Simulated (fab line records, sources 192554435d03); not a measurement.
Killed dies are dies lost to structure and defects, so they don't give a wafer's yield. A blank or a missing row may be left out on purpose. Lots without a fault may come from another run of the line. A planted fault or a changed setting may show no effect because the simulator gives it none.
Chamber matching | flow n5_finfet | N5_BEOL_M14_TRENCH_ETCH_34 on rie_diel-03: 4 sister chambers
The step etches SiO2 in C4F8/O2/Ar, target depth 556.65 nm, time 126.9 s. 8 wafers are shown with their chamber, then 8 later ones without.

WAFERS WITH THEIR CHAMBER
wafer  | chamber | rf_vpp_V (V) | throttle_valve_pct (%)
L076.1 | 3       | 2181         | 31.21
L082.1 | 0       | 2221         | 30.96
L084.2 | 2       | 2281         | 31.57
L084.6 | 1       | 2219         | 30.93
L083.1 | 3       | 2182         | 31.22
L083.2 | 0       | 2222         | 30.93
L083.4 | 1       | 2220         | 30.93
L092.3 | 2       | 2280         | 31.58

WAFERS WITHOUT THEIR CHAMBER
wafer  | rf_vpp_V (V) | throttle_valve_pct (%)
L092.4 | 2221         | 30.96
L092.6 | 2181         | 31.24
L095.2 | 2220         | 30.97
L095.3 | 2221         | 30.96
L095.4 | 2279         | 31.61
L096.2 | 2180         | 31.27
L096.3 | 2280         | 31.62
L096.4 | 2219         | 30.95

WHICH CHAMBER EACH WENT THROUGH
wafer  | from the rows above     | in truth
L092.4 | can't be placed: 0 or 1 | 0
L092.6 | 3                       | 3
L095.2 | can't be placed: 0 or 1 | 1
L095.3 | can't be placed: 0 or 1 | 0
L095.4 | 2                       | 2
L096.2 | 3                       | 3
L096.3 | 2                       | 2
L096.4 | can't be placed: 1 or 0 | 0
Placed correctly: 4 of 8. Can't be placed from these rows: 4 (the true chamber is among the candidates in 4). Placed wrongly: 0.
How it was worked out, from the rows above alone: a wafer's distance from a chamber is the root of the sum, over the readings, of the square of ((its reading less the chamber's mean) divided by the reading's scatter). The wafer belongs to the nearest chamber; if the next one is less than 2 further off, it can't be placed. A chamber's mean is the mean of its shown wafers. The scatter: the root of (the sum of the squares of (reading less its chamber's mean) over the shown wafers, divided by (wafers less chambers)).
